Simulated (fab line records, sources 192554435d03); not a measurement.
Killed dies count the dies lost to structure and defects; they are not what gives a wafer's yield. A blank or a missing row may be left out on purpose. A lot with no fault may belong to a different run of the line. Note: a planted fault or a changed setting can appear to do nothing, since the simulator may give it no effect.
Which tool is to blame? + flow n5Finfet + 24 lots with 72 wafers sampled at 5 steps, on a route of 1938 steps

WHAT THE GAUGES READ, wafer by wafer
N5_BEOL_M7_INSPECT_13: inspects for defects (brightfield). Usual: 417 for rawDefectCount, sd 87.
| lot  | measured     | on               | rawDefectCount | flag |
|------|--------------|------------------|----------------|------|
| L074 | day 8 13:23  | defectInspect-01 | 297 359 293    |      |
| L076 | day 9 06:25  | defectInspect-02 | 369 404 385    |      |
| L075 | day 9 09:57  | defectInspect-02 | 582 520 414    |      |
| L077 | day 9 13:10  | defectInspect-02 | 441 416 379    |      |
| L078 | day 9 14:03  | defectInspect-01 | 362 399 506    |      |
| L079 | day 9 15:22  | defectInspect-01 | 494 280 513    |      |
| L081 | day 10 04:29 | defectInspect-01 | 503 478 509    |      |
| L080 | day 10 07:35 | defectInspect-02 | 397 368 562    |      |
| L082 | day 10 14:50 | defectInspect-02 | 450 321 375    |      |
| L084 | day 11 03:37 | defectInspect-01 | 284 265 355    |      |
| L083 | day 11 07:14 | defectInspect-01 | 390 455 360    |      |
| L085 | day 11 10:20 | defectInspect-02 | 406 430 429    |      |
| L086 | day 11 15:55 | defectInspect-01 | 465 464 421    |      |
| L087 | day 12 06:04 | defectInspect-01 | 368 415 428    |      |
| L088 | day 12 09:47 | defectInspect-01 | 523 649 320    |      |
| L089 | day 12 20:18 | defectInspect-02 | 361 367 421    |      |
| L091 | day 12 23:28 | defectInspect-01 | 457 420 424    |      |
| L090 | day 13 01:00 | defectInspect-02 | 373 370 364    |      |
| L093 | day 13 02:04 | defectInspect-01 | 484 435 489    |      |
| L092 | day 13 05:01 | defectInspect-02 | 330 411 425    |      |
| L094 | day 14 02:01 | defectInspect-01 | 422 442 301    |      |
| L095 | day 14 08:23 | defectInspect-02 | 467 462 355    |      |
| L096 | day 14 10:11 | defectInspect-01 | 313 459 301    |      |
| L097 | day 14 13:36 | defectInspect-01 | 788 475 496    |      |

N5_BEOL_M7_CD_MEAS_18: pitch 80 nm, target cd 40 nm. Usual: 40.0 nm for cdNm, sd 0.59.
| lot  | measured     | on       | cdNm (nm)      | flag |
|------|--------------|----------|----------------|------|
| L074 | day 8 13:52  | cdSem-02 | 40.7 39.6 40.1 |      |
| L076 | day 9 07:17  | cdSem-02 | 40.2 40.4 39.3 |      |
| L075 | day 9 10:32  | cdSem-01 | 39.2 39.3 40.1 |      |
| L077 | day 9 13:39  | cdSem-01 | 39.2 39.2 39.6 |      |
| L078 | day 9 14:54  | cdSem-02 | 39.9 39.9 39.7 |      |
| L079 | day 9 15:52  | cdSem-03 | 40.6 40.3 40.3 |      |
| L081 | day 10 04:58 | cdSem-02 | 40.8 40.8 40.8 |      |
| L080 | day 10 08:14 | cdSem-02 | 40.5 40.4 40.9 |      |
| L082 | day 10 15:24 | cdSem-02 | 39.9 39.2 39.7 |      |
| L084 | day 11 04:07 | cdSem-02 | 40.5 40.3 40.0 |      |
| L083 | day 11 07:45 | cdSem-03 | 40.3 40.4 39.8 |      |
| L085 | day 11 10:49 | cdSem-03 | 40.8 40.0 39.6 |      |
| L086 | day 11 16:25 | cdSem-01 | 40.6 40.0 39.9 |      |
| L087 | day 12 06:34 | cdSem-02 | 39.1 39.0 39.0 |      |
| L088 | day 12 10:22 | cdSem-01 | 39.9 40.0 40.4 |      |
| L089 | day 12 21:36 | cdSem-01 | 40.4 39.9 39.8 |      |
| L091 | day 13 00:41 | cdSem-03 | 39.7 39.6 40.1 |      |
| L090 | day 13 01:38 | cdSem-03 | 40.7 40.7 41.1 |      |
| L093 | day 13 02:52 | cdSem-03 | 38.9 39.6 39.3 |      |
| L092 | day 13 05:33 | cdSem-02 | 39.2 38.5 39.3 |      |
| L094 | day 14 02:30 | cdSem-03 | 40.3 41.0 40.2 |      |
| L095 | day 14 09:01 | cdSem-01 | 40.1 39.8 39.7 |      |
| L096 | day 14 10:58 | cdSem-01 | 40.4 40.4 40.2 |      |
| L097 | day 14 14:29 | cdSem-03 | 39.5 39.7 40.7 |      |

N5_BEOL_M7_RS_MEAS_57: measurement is done with a four-point probe. Usual: M7_RS typically reads 0.288 ohm/sq, with standard deviation 0.0076.
| lot  | measured     | on           | M7_RS (ohm/sq)    | flag |
|------|--------------|--------------|-------------------|------|
| L074 | day 8 19:55  | filmMetro-01 | 0.296 0.291 0.291 |      |
| L076 | day 9 11:55  | filmMetro-02 | 0.276 0.279 0.285 |      |
| L075 | day 9 13:58  | filmMetro-02 | 0.283 0.289 0.287 |      |
| L077 | day 9 19:17  | filmMetro-02 | 0.304 0.296 0.280 |      |
| L078 | day 9 21:13  | filmMetro-01 | 0.294 0.285 0.294 |      |
| L079 | day 9 20:43  | filmMetro-02 | 0.289 0.290 0.289 |      |
| L081 | day 10 10:33 | filmMetro-02 | 0.288 0.293 0.282 |      |
| L080 | day 10 11:32 | filmMetro-01 | 0.280 0.300 0.289 |      |
| L082 | day 10 19:04 | filmMetro-01 | 0.302 0.296 0.284 |      |
| L084 | day 11 08:51 | filmMetro-02 | 0.286 0.287 0.311 |      |
| L083 | day 11 11:46 | filmMetro-02 | 0.279 0.282 0.293 |      |
| L085 | day 11 15:19 | filmMetro-01 | 0.291 0.276 0.290 |      |
| L086 | day 11 23:26 | filmMetro-01 | 0.292 0.289 0.283 |      |
| L087 | day 12 11:20 | filmMetro-01 | 0.301 0.282 0.276 |      |
| L088 | day 12 15:40 | filmMetro-01 | 0.278 0.287 0.297 |      |
| L089 | day 13 03:10 | filmMetro-01 | 0.299 0.297 0.287 |      |
| L091 | day 13 04:10 | filmMetro-01 | 0.285 0.277 0.273 |      |
| L090 | day 13 05:07 | filmMetro-02 | 0.295 0.293 0.279 |      |
| L093 | day 13 06:37 | filmMetro-01 | 0.292 0.298 0.293 |      |
| L092 | day 13 17:33 | filmMetro-01 | 0.291 0.293 0.280 |      |
| L094 | day 14 06:48 | filmMetro-01 | 0.288 0.296 0.280 |      |
| L095 | day 14 13:52 | filmMetro-01 | 0.284 0.290 0.284 |      |
| L096 | day 14 16:17 | filmMetro-01 | 0.296 0.283 0.294 |      |
| L097 | day 14 19:28 | filmMetro-02 | 0.277 0.290 0.285 |      |

EACH LOT AND THE TOOL THAT RAN IT (in order: tool; ch and the chambers of the sampled wafers; start)
| lot  | N5_BEOL_M7_ETCH_72                | N5_BEOL_M7_ETCH_65                |
|------|-----------------------------------|-----------------------------------|
| L074 | rieDiel-02 ch 0,2, day 8 16:53    | rieDiel-02 ch 0,2, day 8 16:54    |
| L076 | rieDiel-04 ch 0,1, day 9 08:57    | rieDiel-04 ch 0,1, day 9 08:58    |
| L075 | rieDiel-04 ch 0,1,2, day 9 11:07  | rieDiel-04 ch 0,1,2, day 9 11:08  |
| L077 | rieDiel-05 ch 1,2,3, day 9 15:41  | rieDiel-05 ch 1,2,3, day 9 15:42  |
| L078 | rieDiel-05 ch 0,1,2, day 9 18:02  | rieDiel-05 ch 0,1,2, day 9 18:03  |
| L079 | rieDiel-02 ch 0,1,2, day 9 18:05  | rieDiel-02 ch 0,1,2, day 9 18:06  |
| L081 | rieDiel-02 ch 0,2, day 10 06:38   | rieDiel-02 ch 0,2, day 10 06:39   |
| L080 | rieDiel-04 ch 0,1,3, day 10 08:51 | rieDiel-04 ch 0,1,3, day 10 08:52 |
| L082 | rieDiel-05 ch 0,1,2, day 10 15:55 | rieDiel-05 ch 0,1,2, day 10 15:56 |
| L084 | rieDiel-05 ch 2,3, day 11 05:44   | rieDiel-05 ch 2,3, day 11 05:45   |
| L083 | rieDiel-04 ch 0,1,3, day 11 09:04 | rieDiel-04 ch 0,1,3, day 11 09:04 |
| L085 | rieDiel-04 ch 1,3, day 11 12:35   | rieDiel-04 ch 1,3, day 11 12:36   |
| L086 | rieDiel-02 ch 0,1,2, day 11 18:49 | rieDiel-02 ch 0,1,2, day 11 18:50 |
| L087 | rieDiel-05 ch 0,2, day 12 08:28   | rieDiel-05 ch 0,2, day 12 08:29   |
| L088 | rieDiel-05 ch 0,2,3, day 12 12:13 | rieDiel-05 ch 0,2,3, day 12 12:13 |
| L089 | rieDiel-02 ch 1,2, day 12 22:47   | rieDiel-02 ch 1,2, day 12 22:49   |
| L091 | rieDiel-04 ch 2,3, day 13 01:13   | rieDiel-04 ch 2,3, day 13 01:14   |
| L090 | rieDiel-04 ch 1,2,3, day 13 02:10 | rieDiel-04 ch 1,2,3, day 13 02:11 |
| L093 | rieDiel-04 ch 0,1, day 13 03:37   | rieDiel-04 ch 0,1, day 13 03:38   |
| L092 | rieDiel-04 ch 0,1,3, day 13 12:17 | rieDiel-04 ch 0,1,3, day 13 12:17 |
| L094 | rieDiel-04 ch 0,1,3, day 14 04:08 | rieDiel-04 ch 0,1,3, day 14 04:08 |
| L095 | rieDiel-04 ch 1,2,3, day 14 09:40 | rieDiel-04 ch 1,2,3, day 14 09:41 |
| L096 | rieDiel-04 ch 0,1,3, day 14 12:39 | rieDiel-04 ch 0,1,3, day 14 12:40 |
| L097 | rieDiel-05 ch 0,1,3, day 14 15:13 | rieDiel-05 ch 0,1,3, day 14 15:14 |
- N5_BEOL_M7_ETCH_72: etches underlayer in N2/H2, target depth 6.5 nm, time 5.2 s.
- N5_BEOL_M7_ETCH_65: etches SiARC in CF4, target depth 15.6 nm, time 26 s.

WHAT THE TOOLS THEMSELVES READ (means of the sampled wafers that have a number; where no wafer has one, the mark that the record gives instead)
N5_BEOL_M7_ETCH_72. Usual: drypumpMotorCurrentA 5.7 A, standard deviation 0.44; etchRfOnTimeS 5.22 s, standard deviation 0.11; oesProductAu 0.65 a.u., standard deviation 0.068; rfVppV 523.3 V, standard deviation 2.3; showerheadPlenumPTorr 2.52 Torr, standard deviation 0.074; throttleValvePct 17.85 %, standard deviation 0.28.
| lot  | tool       | drypumpMotorCurrentA (A) | etchRfOnTimeS (s) | oesProductAu (a.u.) | rfVppV (V) | showerheadPlenumPTorr (Torr) | throttleValvePct (%) | flag |
|------|------------|--------------------------|-------------------|---------------------|------------|------------------------------|----------------------|------|
| L074 | rieDiel-02 | 5.9                      | 5.22              | 0.62                | 524.4      | 2.55                         | 18.03                |      |
| L076 | rieDiel-04 | 5.2                      | 5.31              | 0.64                | 521.8      | 2.48                         | 17.90                |      |
| L075 | rieDiel-04 | 5.5                      | 5.29              | 0.65                | 522.8      | 2.51                         | 17.91                |      |
| L077 | rieDiel-05 | 5.9                      | 5.19              | 0.62                | 525.1      | 2.57                         | 17.77                |      |
| L078 | rieDiel-05 | 5.9                      | 5.23              | 0.63                | 525.8      | 2.61                         | 17.90                |      |
| L079 | rieDiel-02 | 6.0                      | 5.18              | 0.62                | 523.5      | 2.53                         | 18.10                |      |
| L081 | rieDiel-02 | 6.0                      | 5.24              | 0.60                | 524.3      | 2.55                         | 18.04                |      |
| L080 | rieDiel-04 | 5.3                      | 5.22              | 0.72                | 522.9      | 2.50                         | 17.62                |      |
| L082 | rieDiel-05 | 5.9                      | 5.25              | 0.63                | 526.4      | 2.61                         | 17.91                |      |
| L084 | rieDiel-05 | 5.8                      | 5.16              | 0.64                | 524.5      | 2.50                         | 17.68                |      |
| L083 | rieDiel-04 | 5.2                      | 5.22              | 0.71                | 522.8      | 2.50                         | 17.65                |      |
| L085 | rieDiel-04 | 5.3                      | 5.23              | 0.74                | 525.0      | 2.55                         | 17.60                |      |
| L086 | rieDiel-02 | 6.0                      | 5.20              | 0.62                | 523.2      | 2.53                         | 18.12                |      |
| L087 | rieDiel-05 | 5.8                      | 5.13              | 0.66                | 525.8      | 2.58                         | 17.93                |      |
| L088 | rieDiel-05 | 5.8                      | 5.19              | 0.64                | 523.9      | 2.54                         | 17.84                |      |
| L089 | rieDiel-02 | 6.2                      | 5.26              | 0.61                | 523.2      | 2.56                         | 18.13                |      |
| L091 | rieDiel-04 | 5.6                      | 5.07              | 0.74                | 523.7      | 2.50                         | 17.46                |      |
| L090 | rieDiel-04 | 5.6                      | 5.23              | 0.70                | 521.2      | 2.53                         | 17.69                |      |
| L093 | rieDiel-04 | 5.2                      | 5.33              | 0.63                | 522.6      | 2.47                         | 17.93                |      |
| L092 | rieDiel-04 | 5.2                      | 5.17              | 0.70                | 522.8      | 2.49                         | 17.67                |      |
| L094 | rieDiel-04 | 5.2                      | 5.26              | 0.69                | 523.6      | 2.49                         | 17.68                |      |
| L095 | rieDiel-04 | 5.6                      | 5.20              | 0.69                | 523.0      | 2.52                         | 17.68                |      |
| L096 | rieDiel-04 | 5.2                      | 5.24              | 0.69                | 521.7      | 2.49                         | 17.68                |      |
| L097 | rieDiel-05 | 6.2                      | 5.15              | 0.70                | 525.5      | 2.52                         | 17.70                |      |

N5_BEOL_M7_ETCH_65. Usual: for drypumpMotorCurrentA, 5.7 A with a standard deviation of 0.44; for etchRfOnTimeS, 26.1 s with a standard deviation of 0.53; for mfcArSccm, 100.0 sccm with a standard deviation of 0.3; for oesProductAu, 0.66 a.u. with a standard deviation of 0.07; for rfVppV, 183.9 V with a standard deviation of 1.1; for showerheadPlenumPTorr, 2.13 Torr with a standard deviation of 0.055; for throttleValvePct, 15.68 % with a standard deviation of 0.26.
| lot  | tool       | drypumpMotorCurrentA (A) | etchRfOnTimeS (s) | mfcArSccm (sccm) | oesProductAu (a.u.) | rfVppV (V) | showerheadPlenumPTorr (Torr) | throttleValvePct (%) | flag |
|------|------------|--------------------------|-------------------|------------------|---------------------|------------|------------------------------|----------------------|------|
| L074 | rieDiel-02 | 6.0                      | 26.6              | 100.0            | 0.62                | 184.5      | 2.15                         | 15.80                |      |
| L076 | rieDiel-04 | 5.2                      | 26.5              | 100.0            | 0.65                | 183.8      | 2.09                         | 15.72                |      |
| L075 | rieDiel-04 | 5.5                      | 26.1              | 99.8             | 0.66                | 183.5      | 2.12                         | 15.74                |      |
| L077 | rieDiel-05 | 5.9                      | 26.3              | 99.8             | 0.62                | 183.8      | 2.17                         | 15.65                |      |
| L078 | rieDiel-05 | 5.9                      | 26.3              | 100.0            | 0.64                | 184.9      | 2.20                         | 15.68                |      |
| L079 | rieDiel-02 | 6.0                      | 26.3              | 100.1            | 0.62                | 183.2      | 2.13                         | 15.84                |      |
| L081 | rieDiel-02 | 6.0                      | 26.3              | 100.0            | 0.61                | 185.0      | 2.15                         | 15.81                |      |
| L080 | rieDiel-04 | 5.2                      | 26.1              | 99.9             | 0.73                | 182.8      | 2.11                         | 15.46                |      |
| L082 | rieDiel-05 | 5.9                      | 26.3              | 100.1            | 0.63                | 185.2      | 2.19                         | 15.69                |      |
| L084 | rieDiel-05 | 5.8                      | 25.9              | 100.0            | 0.64                | 184.0      | 2.12                         | 15.65                |      |
| L083 | rieDiel-04 | 5.2                      | 26.1              | 99.7             | 0.72                | 183.8      | 2.11                         | 15.48                |      |
| L085 | rieDiel-04 | 5.2                      | 26.2              | 100.2            | 0.75                | 184.3      | 2.15                         | 15.40                |      |
| L086 | rieDiel-02 | 6.0                      | 26.1              | 99.9             | 0.62                | 184.3      | 2.13                         | 15.87                |      |
| L087 | rieDiel-05 | 5.8                      | 25.8              | 99.9             | 0.65                | 184.6      | 2.18                         | 15.72                |      |
| L088 | rieDiel-05 | 5.8                      | 25.7              | 99.9             | 0.65                | 184.6      | 2.15                         | 15.69                |      |
| L089 | rieDiel-02 | 6.2                      | 26.3              | 99.8             | 0.61                | 183.5      | 2.16                         | 15.87                |      |
| L091 | rieDiel-04 | 5.6                      | 25.3              | 100.2            | 0.75                | 183.8      | 2.11                         | 15.31                |      |
| L090 | rieDiel-04 | 5.6                      | 26.1              | 99.9             | 0.70                | 183.8      | 2.13                         | 15.51                |      |
| L093 | rieDiel-04 | 5.2                      | 26.8              | 100.2            | 0.63                | 184.0      | 2.08                         | 15.77                |      |
| L092 | rieDiel-04 | 5.2                      | 26.0              | 100.1            | 0.70                | 184.3      | 2.10                         | 15.50                |      |
| L094 | rieDiel-04 | 5.2                      | 26.4              | 100.0            | 0.69                | 183.4      | 2.10                         | 15.50                |      |
| L095 | rieDiel-04 | 5.6                      | 26.1              | 100.3            | 0.70                | 183.3      | 2.13                         | 15.53                |      |
| L096 | rieDiel-04 | 5.2                      | 26.2              | 99.9             | 0.69                | 184.3      | 2.10                         | 15.51                |      |
| L097 | rieDiel-05 | 6.1                      | 25.5              | 100.0            | 0.71                | 183.5      | 2.14                         | 15.61                |      |

THE ANSWER, worked out from the rows above alone
Rule: take the mean of a lot's wafers that have a number; if it is more than 3 standard deviations from the usual mean, the lot is off. Also off: a lot with no number at a reading for which 4 or more lots have one. Where the step has rows for the other lots, those lots are counted as sound. Order of review: gauges by route order, followed by the tools' own readings, for which a lot's mean as printed above is used. At the first step where some lot is off, the reading lying furthest off is the one used; lots without a number count as furthest.
None of the lots is off at any reading shown; this tells nothing.

WHAT WAS PUT IN BY THE SIMULATOR
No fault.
